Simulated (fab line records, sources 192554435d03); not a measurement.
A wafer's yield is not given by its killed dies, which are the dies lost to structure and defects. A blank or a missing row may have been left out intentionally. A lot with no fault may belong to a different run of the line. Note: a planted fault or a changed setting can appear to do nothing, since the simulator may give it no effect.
A lot that was struck, set against a sound lot | flow n5-finfet | 15 out of 1938 route steps
Sound: wafers L983.2, L983.5, L983.6. Struck: wafers L988.2, L988.4, L988.5. The cause is given at the end.
Per side, at each step with rows, come the tool, then ch with its chambers, and then its first start. Under that, the readings that differ: sound wafers | struck wafers | difference of the means | sigmas: that difference in standard deviations of wafers without a fault.
alike: readings whose means differ by less than 2 such deviations, and words and numbers that are the same on both sides. not compared: withheld readings, readings that some wafer has no value for, bounds like >300 that may hide the same value, and numbers for which the record gives no deviation and whose values overlap.
The two part at a step that has a row with sigmas, a row that says differs or no value, or rows on one side only. Numbers that have no deviation but don't overlap get no sigmas and don't part them. A reading missing from all wafers of one side parts the sides only when that side holds two or more wafers.

first, 1 step without rows for these wafers: N5_HKMG_FIN_ETCHBACK_68 (etches the open film in Cl2/Ar, stops on HfO2, target depth 0.5 nm).
N5_HKMG_FIN_STRIP_69: strips in N2/H2, time 360 s.
  sound on plasma-asher-02 ch 0,1, day 6 10:28; struck on plasma-asher-01 ch 0, day 7 15:32
  reading                     | sound          | struck         | difference | sigmas
  drypump-motor-current-A (A) | 6.10 6.10 6.39 | 5.66 5.71 5.68 | -0.51      | -2
  alike: heater-power-w
  not compared: rf-hours-counter-h
N5_HKMG_FIN_ALD_21: deposits TiN, target thk 1.5 nm, pulse time 1 s, purge time 3 s.
  sound on ald-metal-02 ch 1,2, day 6 10:51; struck on ald-metal-01 ch 0,1,2, day 7 15:55
  alike: heater-power-outer-w, heater-power-w, precursor-pulse-height-rel
N5_HKMG_FIN_ALD_72: deposits W, target thk 2 nm, pulse time 1 s, purge time 2 s.
  sound on cvd-w-01 ch 0,1, day 6 11:13; struck on cvd-w-02 ch 0,1, day 7 16:17
  alike: heater-power-outer-w, heater-power-w, precursor-pulse-height-rel
then, 4 steps without rows for these wafers: N5_HKMG_FIN_W_FILL_22 (material W, target thk 60 nm, time 18.2 s); N5_HKMG_FIN_PRECLEAN_83 (cleans in DIW, time 57.5 s); N5_HKMG_FIN_SRD_84 (dry time 32 s); N5_HKMG_FIN_CMP_23 (polishes, stops on SiNx, t overpolish 10 s, target thk 46.326 nm).
N5_HKMG_FIN_CMP_94: polishes, stops on SiNx, t overpolish 4.7 s, target thk 43.299 nm.
  sound on cmp-02 ch 0,2,3, day 6 11:57; struck on cmp-04 ch 0,2,3, day 7 17:01
  alike: head-pressure-psi, motor-current-A
N5_HKMG_FIN_INSPECT_28: inspects for defects (darkfield).
  sound on defect-inspect-02 at day 6 12:07; struck on defect-inspect-02 at day 7 17:13
  alike: raw-defect-count
then, 1 step without rows for these wafers: N5_GATE_CUT_ETCHBACK_00 (etches W in SF6/Cl2).
N5_GATE_CUT_ETCH_56: etches TiN in Cl2/Ar, target depth 21.6 nm.
  sound on rie-metal-03 ch 0,1, day 6 12:17; struck on rie-metal-03 ch 0, day 7 17:22
  reading               | sound             | struck            | difference | sigmas
  bias-w (W)            | 59.97 60.14 59.99 | 56.89 56.84 56.69 | -3.23      | -18
  oes-product-au (a.u.) | 0.60 0.60 0.87    | 0.98 0.99 0.98    | +0.29      | +2
  alike: drypump-motor-current-A, throttle-valve-pct
  not compared: rf-hours-counter-h
N5_GATE_CUT_ETCHBACK_30: etches TiN in Cl2/Ar, target depth 3 nm.
  sound on rie-metal-03 ch 0,1, day 6 12:22; struck on rie-metal-03 ch 0, day 7 17:28
  reading               | sound          | struck         | difference | sigmas
  oes-product-au (a.u.) | 0.60 0.60 0.87 | 1.01 1.00 1.02 | +0.32      | +2
  alike: drypump-motor-current-A, throttle-valve-pct
  not compared: rf-hours-counter-h
-- a jump in the record: the struck wafers' starts before and after are 5 days apart (it breaks off in module GATE_CUT and resumes in module BEOL_M4, where the first step shown is number 1111 of the route) --
N5_BEOL_M4_RC_MEAS_101:
  sound on prober-01 ch 0, day 11 16:45; struck on prober-02 ch 0, day 12 14:24
  alike: DIBL_N, DIBL_P, IOFF_N, IOFF_P, ION_N, ION_P, SS_N, SS_P, VT_N, VT_P
-- the record jumps here: 4 days lie between the struck wafers' starts before and after (it left off in module BEOL_M4 and takes up again in module PASSIVATION, whose first step shown is number 1936 of the route) --
N5_PASSIVATION_PROBE_49:
  sound on prober-01 at day 15 21:19; struck on prober-01 at day 16 13:20
  alike: defect-limited-yield, killed_at_M0_to_M3, killed_at_M4_up, killed-at-contacts, killed-at-front-end, killed-at-other, killed-dies, killed-open, killed-short, sort_bin_5_function, sort_bin_6_memory, sort-n-pass, sort-yield-pct

== WHERE THEY PART ==
Earliest at N5_HKMG_FIN_STRIP_69; latest, in this record, at N5_GATE_CUT_ETCHBACK_30. Later steps at which nothing parts them and some readings are alike: N5_BEOL_M4_RC_MEAS_101, N5_PASSIVATION_PROBE_49.

WHY: what the simulator had put in
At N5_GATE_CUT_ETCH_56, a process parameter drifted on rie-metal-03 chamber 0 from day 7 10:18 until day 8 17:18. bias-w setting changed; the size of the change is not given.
